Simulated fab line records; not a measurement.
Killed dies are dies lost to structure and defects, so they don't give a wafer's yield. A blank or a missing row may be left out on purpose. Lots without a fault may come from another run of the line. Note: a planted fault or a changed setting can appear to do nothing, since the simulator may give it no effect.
Chamber matching | flow n5-finfet | N5_BEOL_M9_ALD_74 on ald-metal-04 has 4 sister chambers
The step deposits TaN, target thk 2 nm, pulse time 2 s, purge time 3 s. 7 wafers are shown with their chamber, then 8 later ones without.

## WAFERS PAIRED WITH THEIR CHAMBERS
wafer  | chamber | heater-power-w (W)
L916.5 | 3       | 405
L918.3 | 1       | 429
L919.2 | 3       | 399
L919.3 | 0       | 507
L919.5 | 1       | 433
L920.2 | 0       | 501
L920.3 | 2       | 405

## WAFERS WHOSE CHAMBER IS MISSING
wafer  | heater-power-w (W)
L920.6 | 408
L924.1 | 405
L924.3 | 400
L926.3 | 415
L926.5 | 407
L931.1 | 415
L931.5 | 411
L931.6 | 411

## WHICH CHAMBER EACH ONE RAN IN
wafer  | from the rows above          | in truth
L920.6 | can't be placed: 2 or 3      | 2
L924.1 | can't be placed: 2 or 3      | 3
L924.3 | can't be placed: 3 or 2      | 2
L926.3 | can't be placed: 2 or 3 or 1 | 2
L926.5 | can't be placed: 2 or 3      | 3
L931.1 | can't be placed: 2 or 3 or 1 | 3
L931.5 | can't be placed: 2 or 3      | 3
L931.6 | can't be placed: 2 or 3      | 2
0 of 8 placed correctly. These rows do not allow placing 8 (true chamber among the candidates in 8). Number placed wrongly: 0.
How it was worked out, from the rows above alone: a wafer's distance from a chamber is the root of the sum, over the readings, of the square of ((its reading less the chamber's mean) divided by the reading's scatter). The wafer belongs to the nearest chamber; if the next one is less than 2 further off, it can't be placed. A chamber's mean is the mean of its shown wafers. The scatter: the root of (the sum of the squares of (reading less its chamber's mean) over the shown wafers, divided by (wafers less chambers)).
